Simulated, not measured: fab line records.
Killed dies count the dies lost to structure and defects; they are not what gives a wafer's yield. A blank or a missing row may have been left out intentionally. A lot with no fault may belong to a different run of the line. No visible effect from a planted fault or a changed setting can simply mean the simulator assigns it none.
Matching of chambers :: flow n5_finfet :: N5_BEOL_M1_DESCUM_33 on rie_diel-04: 4 sister chambers
The step chemistry O2, time 7 s. 8 wafers are shown with their chamber, then 12 later ones without.

## WAFERS PAIRED WITH THEIR CHAMBERS
wafer: L083.2
chamber: 1
throttle_valve_pct (%): 20.55
showerhead_plenum_p_Torr (Torr): 2.05

wafer: L089.1
chamber: 2
throttle_valve_pct (%): 20.17
showerhead_plenum_p_Torr (Torr): 1.99

wafer: L089.4
chamber: 1
throttle_valve_pct (%): 20.56
showerhead_plenum_p_Torr (Torr): 2.04

wafer: L092.1
chamber: 3
throttle_valve_pct (%): 20.84
showerhead_plenum_p_Torr (Torr): 2.08

wafer: L092.6
chamber: 0
throttle_valve_pct (%): 20.62
showerhead_plenum_p_Torr (Torr): 2.05

wafer: L093.3
chamber: 2
throttle_valve_pct (%): 20.16
showerhead_plenum_p_Torr (Torr): 1.99

wafer: L093.5
chamber: 0
throttle_valve_pct (%): 20.61
showerhead_plenum_p_Torr (Torr): 2.05

wafer: L093.6
chamber: 3
throttle_valve_pct (%): 20.86
showerhead_plenum_p_Torr (Torr): 2.07

## WAFERS WITH NO CHAMBER GIVEN
wafer: L095.1
throttle_valve_pct (%): 20.58
showerhead_plenum_p_Torr (Torr): 2.04

wafer: L095.2
throttle_valve_pct (%): 20.17
showerhead_plenum_p_Torr (Torr): 1.99

wafer: L095.3
throttle_valve_pct (%): 20.64
showerhead_plenum_p_Torr (Torr): 2.05

wafer: L095.4
throttle_valve_pct (%): 20.18
showerhead_plenum_p_Torr (Torr): 1.99

wafer: L095.5
throttle_valve_pct (%): 20.64
showerhead_plenum_p_Torr (Torr): 2.05

wafer: L095.6
throttle_valve_pct (%): 20.58
showerhead_plenum_p_Torr (Torr): 2.04

wafer: L096.1
throttle_valve_pct (%): 20.59
showerhead_plenum_p_Torr (Torr): 2.04

wafer: L096.2
throttle_valve_pct (%): 20.63
showerhead_plenum_p_Torr (Torr): 2.05

wafer: L096.4
throttle_valve_pct (%): 20.64
showerhead_plenum_p_Torr (Torr): 2.05

wafer: L097.3
throttle_valve_pct (%): 20.19
showerhead_plenum_p_Torr (Torr): 1.99

wafer: L097.5
throttle_valve_pct (%): 20.59
showerhead_plenum_p_Torr (Torr): 2.04

wafer: L097.6
throttle_valve_pct (%): 20.19
showerhead_plenum_p_Torr (Torr): 1.99

## WHICH CHAMBER EACH ONE RAN IN
wafer: L095.1
from the rows above: can't be placed: 1 or 0
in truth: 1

wafer: L095.2
from the rows above: 2
in truth: 2

wafer: L095.3
from the rows above: 0
in truth: 0

wafer: L095.4
from the rows above: 2
in truth: 2

wafer: L095.5
from the rows above: 0
in truth: 0

wafer: L095.6
from the rows above: can't be placed: 1 or 0
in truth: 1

wafer: L096.1
from the rows above: can't be placed: 0 or 1
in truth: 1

wafer: L096.2
from the rows above: 0
in truth: 0

wafer: L096.4
from the rows above: 0
in truth: 0

wafer: L097.3
from the rows above: 2
in truth: 2

wafer: L097.5
from the rows above: can't be placed: 0 or 1
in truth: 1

wafer: L097.6
from the rows above: 2
in truth: 2
Correctly placed: 8 of 12. From these rows, 4 cannot be placed; in 4 the true chamber is one of the candidates. Wrongly placed: 0.
How it was worked out, from the rows above alone: a wafer's distance from a chamber is the root of the sum, over the readings, of the square of ((its reading less the chamber's mean) divided by the reading's scatter). The wafer belongs to the nearest chamber; if the next one is less than 2 further off, it can't be placed. The mean given for a chamber averages the wafers shown for that chamber. The scatter is the square root of a quotient: the sum, over the shown wafers, of each reading's squared deviation from its chamber's mean, divided by wafers minus chambers.
